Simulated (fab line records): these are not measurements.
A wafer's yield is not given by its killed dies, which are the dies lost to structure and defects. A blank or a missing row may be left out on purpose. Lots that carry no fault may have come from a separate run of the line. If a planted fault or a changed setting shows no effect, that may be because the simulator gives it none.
fab line records	flow n5-finfet
record lots=10	wafers=30	last-day=17
route steps=1938 shown BEOL_M3@1017 BEOL_M4@1022 PASSIVATION@1936
lots that met no fault: from a run of the same line without faults
start-h: hours from the record's opening day to when the first of the lot's shown wafers began	wait-h: time in hours since the lot's previous step	" the same as in the row above	L1.1+2: a row that stands for several wafers	- no value, or no start given	* or withheld: withheld	< > ~ a bound
route shown NAME@n: a module of which the file shows steps, and the number in the route of the first	usual: average and standard deviation across the fault-free wafers	same: alike in all rows	chamber/n: place in a boat	sites: per-site readings	_std_site: the standard deviation of these	_edge_site: mean of outer sites minus mean of inner sites	radius-mm: how far each site lies from the wafer's centre	mask NAME#n: copy n	behind: the most recent tool/chamber to have shaped the wafer	hold: reason for holding the lot/hours on hold/outcome of the hold	device: the transistor (n, p or np) that didn't switch	end of line: at the end of the route, the tests of the same wafers	where a step has no rows: the recipe by itself	killed: the dies lost at the first sort to structure and to defects; this is not the yield of the wafer	map: the dies of a wafer, with x for killed, . for not killed, _ for no die there
set.NAME: the run value of the setting; set.NAME@STEP: its run value at that earlier step	model.NAME: the simulator's own value behind a step, which no gauge read
the route's steps for a sample of lots (tables are steps, rows are wafers)
services: when a tool's chamber went out of use (start-h, in hours from the record's first day, below 0 if earlier), for how many hours, and the reason
## steps
# step N5_BEOL_M3_PRE_CLEAN_56
# recipe gas=NH3	time-s=15	temp-c=withheld	rf-power-w=300
lot.wafer	tool	chamber	start-h	wait-h
L592.1+4+5	pecvd-02	0	154.36	0.1
L593.1+4+6	pecvd-01	2,1,2	164.08	0.1
L595.2+5+6	pecvd-01	1,0,2	172.92	0.1
L601.1+2+3	pecvd-03	2,0,1	206.40	0.1
L604.1+2+6	pecvd-03	2,0,0	221.05	0.1
L605.1+3+4	pecvd-03	1,0,0	229.84	0.1
L607.2+4+6	pecvd-03	2,0,2	261.44	0.1
L608.2+3+5	pecvd-01	1,2,1	261.71	0.1
L612.1+3+5	pecvd-01	1,0,2	286.70	0.1
L613.2+3+4	pecvd-02	0,2,1	293.33	0.1
# step N5_BEOL_M3_DEP_57
# recipe material=SiCN	target-thk-a=80	temp-c=withheld	precursor=3MS/NH3	pressure-torr=3	rf-w=202	time-s=14
# usual showerhead-plenum-p-Torr=3.656/0.016	throttle-valve-pct=9.0/0.5
lot.wafer	tool	chamber	start-h	wait-h	showerhead-plenum-p-Torr	throttle-valve-pct
L592.1	pecvd-02	0	154.40	0.0	3.632	9.5
L592.4	"	0	"	"	3.647	9.2
L592.5	"	0	"	"	3.647	9.4
L593.1	pecvd-01	2	164.10	0.0	3.665	8.3
L593.4	"	1	"	"	3.663	9.3
L593.6	"	2	"	"	3.673	8.3
L595.2	pecvd-01	1	172.95	0.0	3.666	9.2
L595.5	"	0	"	"	3.670	9.4
L595.6	"	2	"	"	3.671	8.2
L601.1	pecvd-03	2	206.43	0.0	3.637	8.4
L601.2	"	0	"	"	3.627	9.4
L601.3	"	1	"	"	3.658	8.4
L604.1	pecvd-03	2	221.07	0.0	3.647	8.5
L604.2	"	0	"	"	3.631	9.1
L604.6	"	0	"	"	3.626	9.2
L605.1	pecvd-03	1	229.86	0.0	3.663	8.5
L605.3	"	0	"	"	3.623	9.1
L605.4	"	0	"	"	3.624	9.3
L607.2	pecvd-03	2	261.46	0.0	3.649	8.3
L607.4	"	0	"	"	3.625	9.2
L607.6	"	2	"	"	3.648	8.6
L608.2	pecvd-01	1	261.73	0.0	3.652	9.3
L608.3	"	2	"	"	3.672	8.5
L608.5	"	1	"	"	3.656	9.3
L612.1	pecvd-01	1	286.73	0.0	3.672	9.5
L612.3	"	0	"	"	3.657	9.6
L612.5	"	2	"	"	3.677	8.3
L613.2	pecvd-02	0	293.35	0.0	3.640	9.5
L613.3	"	2	"	"	3.653	9.0
L613.4	"	1	"	"	3.674	9.5
# step N5_BEOL_M3_RS_MEAS_58
# recipe thk-meas-gauge=four-point-probe	reads=Co_of_BEOL_M3_CO_CAP_55+Cu_of_BEOL_M3_ECD_50+Co_of_BEOL_M3_CVD_47+TaN_of_BEOL_M3_ALD_84
# usual M3_RS=0.663/0.028
lot.wafer	tool	chamber	start-h	wait-h	M3_RS[ohm/sq]
L592.1	film-metro-02	-	154.48	0.1	0.676
L592.4	"	-	"	"	0.641
L592.5	"	-	"	"	0.630
L593.1	film-metro-01	-	164.17	0.0	0.677
L593.4	"	-	"	"	0.633
L593.6	"	-	"	"	0.664
L595.2	film-metro-02	-	173.02	0.1	0.651
L595.5	"	-	"	"	0.634
L595.6	"	-	"	"	0.692
L601.1	film-metro-02	-	206.49	0.0	0.683
L601.2	"	-	"	"	0.704
L601.3	"	-	"	"	0.633
L604.1	film-metro-01	-	221.14	0.0	0.648
L604.2	"	-	"	"	0.636
L604.6	"	-	"	"	0.625
L605.1	film-metro-02	-	229.93	0.0	0.675
L605.3	"	-	"	"	0.675
L605.4	"	-	"	"	0.606
L607.2	film-metro-02	-	261.53	0.1	0.666
L607.4	"	-	"	"	0.633
L607.6	"	-	"	"	0.651
L608.2	film-metro-01	-	261.80	0.1	0.696
L608.3	"	-	"	"	0.684
L608.5	"	-	"	"	0.656
L612.1	film-metro-01	-	286.79	0.0	0.669
L612.3	"	-	"	"	0.684
L612.5	"	-	"	"	0.650
L613.2	film-metro-02	-	293.42	0.1	0.669
L613.3	"	-	"	"	0.668
L613.4	"	-	"	"	0.630
# step N5_BEOL_M3_INSPECT_59
# recipe inspect-instrument=darkfield	mode=post-dep
# usual raw-defect-count=71/21
lot.wafer	tool	chamber	start-h	wait-h	raw-defect-count
L592.1	defect-inspect-02	-	154.51	0.0	82
L592.4	"	-	"	"	82
L592.5	"	-	"	"	81
L593.1	defect-inspect-01	-	164.19	0.0	70
L593.4	"	-	"	"	55
L593.6	"	-	"	"	53
L595.2	defect-inspect-01	-	173.04	0.0	62
L595.5	"	-	"	"	82
L595.6	"	-	"	"	70
L601.1	defect-inspect-02	-	206.52	0.0	40
L601.2	"	-	"	"	62
L601.3	"	-	"	"	56
L604.1	defect-inspect-02	-	221.16	0.0	678
L604.2	"	-	"	"	602
L604.6	"	-	"	"	612
L605.1	defect-inspect-02	-	229.95	0.0	606
L605.3	"	-	"	"	643
L605.4	"	-	"	"	613
L607.2	defect-inspect-02	-	261.56	0.0	604
L607.4	"	-	"	"	688
L607.6	"	-	"	"	672
L608.2	defect-inspect-01	-	261.83	0.0	74
L608.3	"	-	"	"	90
L608.5	"	-	"	"	57
L612.1	defect-inspect-01	-	286.82	0.0	67
L612.3	"	-	"	"	73
L612.5	"	-	"	"	47
L613.2	defect-inspect-02	-	293.44	0.0	68
L613.3	"	-	"	"	100
L613.4	"	-	"	"	47
# step N5_BEOL_M4_THK_MEAS_01
# recipe reads=SiOC_of_BEOL_M4_ILD_DEP_00
# usual M4_ILD_THK=79.0/0.95
lot.wafer	tool	chamber	start-h	wait-h	M4_ILD_THK[nm]
L592.1	film-metro-01	-	154.61	0.0	78.7
L592.4	"	-	"	"	79.6
L592.5	"	-	"	"	79.9
L593.1	film-metro-01	-	164.30	0.0	79.0
L593.4	"	-	"	"	79.2
L593.6	"	-	"	"	79.0
L595.2	film-metro-01	-	173.15	0.1	78.8
L595.5	"	-	"	"	79.5
L595.6	"	-	"	"	79.6
L601.1	film-metro-02	-	206.62	0.0	78.3
L601.2	"	-	"	"	77.8
L601.3	"	-	"	"	77.9
L604.1	film-metro-01	-	221.29	0.1	79.2
L604.2	"	-	"	"	79.4
L604.6	"	-	"	"	80.2
L605.1	film-metro-01	-	230.08	0.1	79.1
L605.3	"	-	"	"	79.7
L605.4	"	-	"	"	79.5
L607.2	film-metro-02	-	261.66	0.1	79.1
L607.4	"	-	"	"	80.0
L607.6	"	-	"	"	80.1
L608.2	film-metro-01	-	261.93	0.1	78.3
L608.3	"	-	"	"	77.9
L608.5	"	-	"	"	80.1
L612.1	film-metro-02	-	286.92	0.0	78.5
L612.3	"	-	"	"	78.7
L612.5	"	-	"	"	79.0
L613.2	film-metro-01	-	293.55	0.1	79.1
L613.3	"	-	"	"	77.9
L613.4	"	-	"	"	80.5
# step N5_BEOL_M4_INSPECT_13
# recipe mode=adi	inspect-instrument=brightfield
# usual raw-defect-count=420/100
lot.wafer	tool	chamber	start-h	wait-h	raw-defect-count
L592.1	defect-inspect-01	-	155.72	0.1	379
L592.4	"	-	"	"	417
L592.5	"	-	"	"	331
L593.1	defect-inspect-02	-	165.30	0.1	369
L593.4	"	-	"	"	322
L593.6	"	-	"	"	320
L595.2	defect-inspect-01	-	174.78	0.0	332
L595.5	"	-	"	"	322
L595.6	"	-	"	"	389
L601.1	defect-inspect-02	-	207.83	0.1	530
L601.2	"	-	"	"	549
L601.3	"	-	"	"	345
L604.1	defect-inspect-02	-	222.39	0.1	1123
L604.2	"	-	"	"	1017
L604.6	"	-	"	"	978
L605.1	defect-inspect-02	-	231.08	0.1	916
L605.3	"	-	"	"	886
L605.4	"	-	"	"	970
L607.2	defect-inspect-02	-	263.37	0.0	1022
L607.4	"	-	"	"	1170
L607.6	"	-	"	"	949
L608.2	defect-inspect-01	-	263.41	0.0	330
L608.3	"	-	"	"	304
L608.5	"	-	"	"	308
L612.1	defect-inspect-02	-	288.00	0.1	507
L612.3	"	-	"	"	385
L612.5	"	-	"	"	285
L613.2	defect-inspect-01	-	294.33	0.1	696
L613.3	"	-	"	"	526
L613.4	"	-	"	"	440
# step N5_BEOL_M4_RC_MEAS_101
# usual DIBL_N=35.7/1.3	DIBL_P=36.0/1.6	IOFF_N=0.154/0.025	IOFF_P=0.21/0.034	ION_N=675/9.7	ION_P=465/7.4	SS_N=71.3/0.55	SS_P=73.1/0.52	VT_N=250/3	VT_P=-249/3.6
lot.wafer	tool	chamber	start-h	wait-h	DIBL_N[mV/V]	DIBL_P[mV/V]	IOFF_N[nA/um]	IOFF_P[nA/um]	ION_N[uA/um]	ION_P[uA/um]	SS_N[mV/dec]	SS_P[mV/dec]	VT_N[mV]	VT_P[mV]
L592.1	prober-01	0	167.57	0.0	37.3	39.0	0.199	0.25	697	474	71.6	73.8	244	-248
L592.4	"	0	"	"	35.8	37.3	0.157	0.22	682	469	71.3	72.9	247	-248
L592.5	"	0	"	"	37.5	39.4	0.190	0.26	674	464	72.0	73.9	244	-248
L593.1	prober-01	0	175.43	0.0	33.9	34.2	0.125	0.19	661	463	71.2	72.3	254	-249
L593.4	"	0	"	"	33.9	34.5	0.125	0.19	667	458	70.9	73.0	254	-251
L593.6	"	0	"	"	33.6	34.4	0.123	0.18	663	451	70.6	72.5	254	-253
L595.2	prober-02	0	185.11	0.2	34.7	34.7	0.117	0.17	668	456	71.3	72.9	255	-254
L595.5	"	0	"	"	37.3	37.5	0.156	0.21	659	457	71.9	73.2	252	-250
L595.6	"	0	"	"	33.3	33.1	0.097	0.16	645	457	71.0	72.3	259	-254
L601.1	prober-02	0	218.12	0.0	35.9	36.1	0.152	0.19	666	458	71.8	74.0	250	-253
L601.2	"	0	"	"	34.7	35.1	0.137	0.18	676	467	71.7	73.5	250	-253
L601.3	"	0	"	"	34.6	34.3	0.133	0.17	672	457	71.9	73.0	252	-257
L604.1	prober-01	0	236.37	0.0	35.5	34.5	0.131	0.17	669	456	70.7	74.0	254	-256
L604.2	"	0	"	"	37.2	36.2	0.157	0.20	670	454	71.0	73.5	250	-255
L604.6	"	0	"	"	36.6	35.7	0.153	0.18	685	458	71.5	74.0	249	-255
L605.1	prober-01	0	240.49	0.2	34.1	35.8	0.137	0.21	678	467	70.9	73.3	251	-251
L605.3	"	0	"	"	33.7	35.4	0.127	0.20	669	469	70.1	72.6	252	-249
L605.4	"	0	"	"	33.2	33.6	0.117	0.18	672	458	70.5	72.7	254	-254
L607.2	prober-02	0	270.21	0.2	33.4	33.0	0.112	0.17	668	469	70.9	73.2	256	-252
L607.4	"	0	"	"	34.0	33.0	0.117	0.16	665	460	70.6	72.9	253	-253
L607.6	"	0	"	"	34.2	33.6	0.121	0.17	664	456	70.5	73.1	253	-255
L608.2	prober-01	0	270.96	0.2	36.2	37.7	0.176	0.23	683	464	71.5	73.4	246	-247
L608.3	"	0	"	"	34.1	35.5	0.140	0.20	684	473	71.0	73.2	249	-249
L608.5	"	0	"	"	34.1	35.8	0.139	0.20	678	469	71.4	73.7	248	-247
L612.1	prober-02	0	294.92	0.0	35.4	35.9	0.163	0.22	693	468	71.5	73.4	246	-249
L612.3	"	0	"	"	34.2	33.1	0.129	0.19	667	460	71.2	72.6	252	-250
L612.5	"	0	"	"	34.8	33.6	0.144	0.19	674	466	71.2	71.9	248	-250
L613.2	prober-02	0	306.31	0.2	35.3	33.8	0.121	0.15	671	453	70.8	72.5	254	-256
L613.3	"	0	"	"	39.4	39.1	0.195	0.21	680	454	71.6	73.3	249	-251
L613.4	"	0	"	"	35.3	34.4	0.121	0.14	668	449	70.8	72.3	254	-262
# step N5_PASSIVATION_PROBE_49
# usual defect-limited-yield=91.6/1.4	killed_at_M0_to_M3=35/10	killed_at_M4_up=13/5.3	killed-at-contacts=12/5.9	killed-at-front-end=36/9.9	killed-at-other=3.2/3	killed-dies=99/16	killed-open=66/12	killed-short=32/7.7	sort_bin_5_function=4.9/0.91	sort_bin_6_memory=3.2/0.65	sort-n-pass=1081/16	sort-yield-pct=91.6/1.4
# same gross-dies=1180	killed-at-back-side=0	sort_bin_4_leakage[%]=0	sort_bin_8_speed[%]=0
lot.wafer	tool	chamber	start-h	wait-h	defect-limited-yield[%]	killed_at_M0_to_M3	killed_at_M4_up	killed-at-contacts	killed-at-front-end	killed-at-other	killed-dies	killed-open	killed-short	sort_bin_5_function[%]	sort_bin_6_memory[%]	sort-n-pass	sort-yield-pct[%]
L593.1	prober-01	-	283.59	0.0	91.4	29	16	17	38	2	102	68	31	5.2	2.8	1078	91.4
L593.4	prober-01	-	283.74	0.2	88.5	50	16	18	52	0	136	89	46	7.8	3.1	1044	88.5
L593.6	prober-01	-	283.84	0.3	88.9	41	18	37	35	0	131	86	42	6.9	4.0	1049	88.9
L595.2	prober-02	-	288.71	0.1	91.9	38	13	15	25	5	96	72	21	4.7	3.1	1084	91.9
L595.5	prober-02	-	288.86	0.2	92.1	38	13	11	25	6	93	54	38	4.3	3.4	1087	92.1
L595.6	prober-02	-	288.91	0.3	92.1	30	9	11	28	15	93	58	35	5.3	2.1	1087	92.1
L601.1	prober-02	-	321.75	0.0	92.5	24	14	11	39	1	89	61	26	4.8	2.5	1091	92.5
L601.2	prober-02	-	321.80	0.1	90.5	36	8	8	57	3	112	69	39	6.0	3.1	1068	90.5
L601.3	prober-02	-	321.85	0.1	91.4	26	10	15	49	2	102	61	37	5.3	3.0	1078	91.4
L604.1	prober-02	-	337.08	0.0	81.2	176	8	13	24	1	222	65	35	12.4	4.0	958	81.2
L604.2	prober-02	-	337.13	0.1	82.6	148	9	15	27	6	205	54	26	10.8	3.4	975	82.6
L604.6	prober-02	-	337.33	0.3	83.1	153	13	9	22	2	199	54	25	10.8	3.9	981	83.1
L605.1	prober-02	-	352.99	0.0	82.7	153	11	14	26	0	204	66	23	11.4	3.7	976	82.7
L605.3	prober-02	-	353.09	0.1	81.6	155	14	15	28	5	217	59	27	12.3	4.1	963	81.6
L605.4	prober-02	-	353.14	0.2	82.2	157	17	7	28	1	210	67	28	11.0	4.2	970	82.2
L607.2	prober-01	-	376.24	0.1	83.8	142	6	13	30	0	191	44	28	10.2	3.6	989	83.8
L607.4	prober-01	-	376.34	0.2	82.3	149	7	18	33	2	209	56	25	12.0	3.4	971	82.3
L607.6	prober-01	-	376.44	0.3	84.4	140	7	21	12	4	184	39	16	9.5	3.6	996	84.4
L608.2	prober-02	-	382.73	0.1	91.9	34	9	12	38	3	96	66	30	4.9	2.9	1084	91.9
# killed by level:class
L593.1 MOL_CONTACT_COAG:geometric-particle:open=15 FIN_SAQP:geometric-particle:open=12 BEOL_M4:geometric-particle:open=10 BEOL_M0_SAQP:geometric-particle:short=9 BEOL_M0_SAQP:geometric-particle:open=8 STI_FIN_REVEAL:geometric-particle:open=6 BEOL_M1:geometric-particle:open=4 STARTING-WAFER:geometric-particle:short=4
L593.4 FIN_SAQP:geometric-particle:open=16 FIN_SAQP:geometric-particle:short=14 MOL_CONTACT_COAG:geometric-particle:open=14 BEOL_M0_SAQP:geometric-particle:short=12 BEOL_M1:geometric-particle:open=10 BEOL_M4:geometric-particle:open=9 STI_FIN_REVEAL:geometric-particle:open=8 BEOL_M0_SAQP:geometric-particle:open=8
L593.6 MOL_CONTACT_COAG:geometric-particle:open=30 BEOL_M0_SAQP:geometric-particle:short=13 FIN_SAQP:geometric-particle:open=9 BEOL_M1:geometric-particle:open=8 BEOL_M0_SAQP:geometric-particle:open=8 BEOL_M4:geometric-particle:open=7 MOL_CONTACT_COAG:geometric-particle:short=7 BEOL_M3:geometric-particle:open=7
L595.2 MOL_CONTACT_COAG:geometric-particle:open=13 STI_FIN_REVEAL:geometric-particle:open=10 BEOL_M0_SAQP:geometric-particle:open=10 BEOL_M3:geometric-particle:open=10 BEOL_M0_SAQP:geometric-particle:short=5 BEOL_M1:geometric-particle:open=5 DUMMY_GATE:geometric-particle:open=4 GATE_CUT:geometric-particle:short=4
L595.5 BEOL_M0_SAQP:geometric-particle:short=11 BEOL_M3:geometric-particle:open=11 STI_FIN_REVEAL:geometric-particle:open=8 MOL_CONTACT_COAG:geometric-particle:open=8 BEOL_M3:geometric-particle:short=6 BEOL_M4:geometric-particle:open=6 STARTING-WAFER:geometric-particle:short=5 BEOL_M0_SAQP:geometric-particle:open=4
L595.6 BEOL_M2:geometric-particle:open=11 BEOL_M0_SAQP:geometric-particle:open=9 MOL_CONTACT_COAG:geometric-particle:short=6 GATE_CUT:geometric-particle:short=5 MOL_CONTACT_COAG:geometric-particle:open=5 BEOL_M3:geometric-particle:open=5 FIN_SAQP:geometric-particle:open=4 DUMMY_GATE:geometric-particle:open=4
L601.1 MOL_CONTACT_COAG:geometric-particle:open=10 BEOL_M1:geometric-particle:open=9 GATE_CUT:geometric-particle:short=8 STARTING-WAFER:geometric-particle:open=6 FIN_SAQP:geometric-particle:short=5 STI_FIN_REVEAL:geometric-particle:open=5 BEOL_M7:geometric-particle:open=5 BEOL_M3:geometric-particle:open=5
L601.2 FIN_SAQP:geometric-particle:open=18 FIN_SAQP:geometric-particle:short=16 BEOL_M2:geometric-particle:open=7 MOL_CONTACT_COAG:geometric-particle:open=7 BEOL_M1:geometric-particle:open=7 GATE_CUT:geometric-particle:open=5 BEOL_M3:geometric-particle:open=5 BEOL_M0:geometric-particle:short=4
L601.3 FIN_SAQP:geometric-particle:short=14 MOL_CONTACT_COAG:geometric-particle:open=12 BEOL_M3:geometric-particle:open=12 STI_FIN_REVEAL:geometric-particle:open=8 GATE_CUT:geometric-particle:short=8 FIN_SAQP:geometric-particle:open=6 BEOL_M4:geometric-particle:open=5 BEOL_M2:geometric-particle:open=4
L604.1 BEOL_M3:unspecified=122 BEOL_M1:geometric-particle:open=10 MOL_CONTACT_COAG:geometric-particle:open=10 BEOL_M0_SAQP:geometric-particle:open=10 BEOL_M3:geometric-particle:open=9 BEOL_M2:geometric-particle:open=8 FIN_SAQP:geometric-particle:open=7 FIN_SAQP:geometric-particle:short=6
L604.2 BEOL_M3:unspecified=125 MOL_CONTACT_COAG:geometric-particle:open=12 BEOL_M0_SAQP:geometric-particle:open=8 FIN_SAQP:geometric-particle:open=7 BEOL_M2:geometric-particle:open=5 FIN_SAQP:geometric-particle:short=4 ILD0:geometric-particle:short=4 BEOL_M0_SAQP:geometric-particle:short=4
L604.6 BEOL_M3:unspecified=119 BEOL_M0_SAQP:geometric-particle:short=11 BEOL_M0_SAQP:geometric-particle:open=11 MOL_CONTACT_COAG:geometric-particle:open=9 DUMMY_GATE:geometric-particle:open=8 BEOL_M2:geometric-particle:open=7 STI_FIN_REVEAL:geometric-particle:open=4 BEOL_M4:geometric-particle:open=4
L605.1 BEOL_M3:unspecified=115 BEOL_M2:geometric-particle:open=12 MOL_CONTACT_COAG:geometric-particle:open=11 BEOL_M0_SAQP:geometric-particle:open=8 BEOL_M3:geometric-particle:open=8 FIN_SAQP:geometric-particle:open=5 STARTING-WAFER:geometric-particle:open=4 STI_FIN_REVEAL:geometric-particle:open=3
L605.3 BEOL_M3:unspecified=131 BEOL_M3:geometric-particle:open=12 MOL_CONTACT_COAG:geometric-particle:open=11 FIN_SAQP:geometric-particle:open=7 FIN_SAQP:geometric-particle:short=6 BEOL_M4:geometric-particle:open=6 GATE_CUT:geometric-particle:open=4 MOL_CONTACT_COAG:geometric-particle:short=4
L605.4 BEOL_M3:unspecified=115 BEOL_M3:geometric-particle:open=15 BEOL_M4:geometric-particle:open=10 BEOL_M0_SAQP:geometric-particle:open=8 FIN_SAQP:geometric-particle:open=6 DUMMY_GATE:geometric-particle:open=5 GATE_CUT:geometric-particle:short=5 BEOL_M2:geometric-particle:open=5
L607.2 BEOL_M3:unspecified=118 BEOL_M2:geometric-particle:open=11 MOL_CONTACT_COAG:geometric-particle:open=9 GATE_CUT:geometric-particle:short=8 BEOL_M1:geometric-particle:open=6 MOL_CONTACT_COAG:geometric-particle:short=4 STARTING-WAFER:geometric-particle:open=4 BEOL_M5:geometric-particle:short=3
L607.4 BEOL_M3:unspecified=127 MOL_CONTACT_COAG:geometric-particle:open=11 STI_FIN_REVEAL:geometric-particle:open=9 BEOL_M2:geometric-particle:open=8 MOL_CONTACT_COAG:geometric-particle:short=7 BEOL_M1:geometric-particle:open=5 BEOL_M4:geometric-particle:open=5 DUMMY_GATE:geometric-particle:open=4
L607.6 BEOL_M3:unspecified=128 MOL_CONTACT_COAG:geometric-particle:open=18 BEOL_M2:geometric-particle:open=6 MOL_CONTACT_COAG:geometric-particle:short=3 STARTING-WAFER:geometric-particle:short=3 ILD0:geometric-particle:open=2 BEOL_M1:geometric-particle:open=2 BEOL_M1:geometric-particle:short=2
L608.2 BEOL_M3:geometric-particle:open=10 DUMMY_GATE:geometric-particle:open=9 MOL_CONTACT_COAG:geometric-particle:open=9 BEOL_M0_SAQP:geometric-particle:open=7 FIN_SAQP:geometric-particle:short=6 BEOL_M4:geometric-particle:open=6 GATE_CUT:geometric-particle:open=5 FIN_SAQP:geometric-particle:open=4
## services
tool	chamber	start-h	hours	kind
pecvd-03	0	132.90	2.1	scheduled-down
pecvd-02	2	136.07	23.6	repair
pecvd-03	-	149.03	6.0	pm
pecvd-03	-	165.04	14.6	pm
pecvd-03	-	200.13	2.5	repair
pecvd-01	0	220.69	5.0	repair
pecvd-02	-	229.09	14.6	pm
pecvd-02	2	248.58	19.8	repair
pecvd-03	-	253.57	0.4	repair
pecvd-03	-	270.44	0.6	repair
## key
first-sign step=N5_BEOL_M3_INSPECT_59	reading=raw-defect-count	direction=up	sigmas=27	usual=71	struck=635
effect step=N5_BEOL_M4_INSPECT_13	reading=raw-defect-count	direction=up	sigmas=5.7	usual=420	struck=1003
effect step=N5_PASSIVATION_PROBE_49	reading=killed_at_M0_to_M3	direction=up	sigmas=12	usual=35	struck=153
more-kills-born-at N5_BEOL_M3_PRE_CLEAN_56@pecvd-03=1100
met-at N5_BEOL_M3_PRE_CLEAN_56
struck-lots L604,L605,L607
not-acting-at N5_BEOL_M3_DEP_57,N5_BEOL_M3_RS_MEAS_58,N5_BEOL_M4_THK_MEAS_01
onset-between 206.40 221.05
fault kind=chamber-particle-source	tool=pecvd-03	chamber=-	onset-h=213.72	steps=N5_BEOL_M3_PRE_CLEAN_56	rate-per-visit-cm2=0.86095	end-h=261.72
